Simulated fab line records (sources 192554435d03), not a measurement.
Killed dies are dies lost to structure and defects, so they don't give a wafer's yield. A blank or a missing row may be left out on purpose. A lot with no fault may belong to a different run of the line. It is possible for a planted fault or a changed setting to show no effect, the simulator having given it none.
Problem report, 8D (eight disciplines) form, completed by code | flow n5 finfet | the parts of the form that need people (team, actions taken, sign-off) are left out

== 1. PROBLEM STATEMENT ==
Mean of cd nm at N5_BEOL_M0_SAQP_CD_MEAS_25: 11.58 nm across 3 wafers in 2 lots; on wafers with no fault it is 12.79 nm (standard deviation 0.22). Relative to the usual mean, that is a shift of -5.5 standard deviations.
The step: target cd 13.1 nm.
Seen first at day 7 18:46 on cd sem-01, wafer L902.2. The record holds 24 wafers of 8 lots with a number at this step. The rule behind "out" and "out of limits": a value lying over 4 standard deviations away from the usual mean. All remaining wafers that have a number are taken as sound.

== 2. WHAT IT IS, AND WHAT IT ISN'T ==
question                    | is                     | is not
which readings at this step | cd nm                  | -
which lots                  | L902, L904             | L894, L898, L899, L903, L911, L916
which wafers of those lots  | L902.2, L902.6, L904.2 | L902.3, L904.1, L904.3
read on which gauges        | cd sem-01              | cd sem-03
when                        | from day 7 18:46       | up to then (10 sound wafers); but 11 sound wafers of L903, L904, L911, L916 came after

== 3. THE SUSPECTS, EACH WITH WHAT RULES IT OUT ==
Counting: any tool at a process step up to the reading remains a suspect provided it ran every lot that is out. Sound lots after the first of them don't rule it out here, since some wafers of a struck lot are sound.
- the gauge at N5_BEOL_M0_SAQP_CD_MEAS_25: kept. All the wafers that are out were read on cd sem-01, and no step on other tools shows them out.
- ald sin-02 at N5_BEOL_M0_SAQP_SPACER1_ALD_98 (deposits SiO2, target thk 12.8 nm, pulse time 1 s, purge time 2 s): kept. Every lot that is out went through it, the first being L902 (day 7 17:52); the last sound lot it ran before that was L899 (day 7 06:59).
- rie diel-06 at N5_BEOL_M0_SAQP_SPACER1_ETCHBACK_99 (etches SiO2 in CHF3/O2, target depth 15.4 nm, time 7.7 s): kept. It ran every lot that is out, first L902 (day 7 18:34).
The count leaves ald sin-02 at N5_BEOL_M0_SAQP_SPACER1_ALD_98, rie diel-06 at N5_BEOL_M0_SAQP_SPACER1_ETCHBACK_99, and cd sem-01 at N5_BEOL_M0_SAQP_CD_MEAS_25.

== 4. THE CAUSE (what the simulator had put in) ==
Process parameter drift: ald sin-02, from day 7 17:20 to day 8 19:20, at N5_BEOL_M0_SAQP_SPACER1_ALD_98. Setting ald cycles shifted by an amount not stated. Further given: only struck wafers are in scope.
Of the 3 suspects that counting leaves, this tool is one.

== 5. THE EFFECT CHAIN, in route order ==
Each row: a reading where the mean over the struck wafers with a number is more than 3 standard deviations away from the usual. Only readings for which the record gives a usual standard deviation are gone through. hours: the time from each lot's start at the first step in this table that gives one to its start at this step, as a median over the lots. sigmas: the change in usual standard deviations.
hours | step                       | reading | usual    | on struck wafers | change | sigmas
0     | N5_BEOL_M0_SAQP_CD_MEAS_25 | cd nm   | 12.79 nm | 11.58            | -1.21  | -5.5
Later steps that measure or inspect, where all struck wafers having a row at the step show a number for every such reading and not one has moved that far: N5_BEOL_M4_RC_MEAS_101.

== 6. WHAT WOULD HAVE CAUGHT IT SOONER ==
In this record the first reading out of limits at a measuring or inspecting step was taken at day 7 18:46, 1 hour after the fault began at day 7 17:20.
An alarm limit of 4 standard deviations would not have fired on the tool readings at N5_BEOL_M0_SAQP_SPACER1_ALD_98 for which the record gives a usual standard deviation, since none of them was out on any struck wafer.
L904, from the lots that are out (2), started N5_BEOL_M0_SAQP_SPACER1_ALD_98 on ald sin-02 later than day 7 18:46. Putting the tool on hold at that point would have spared it.
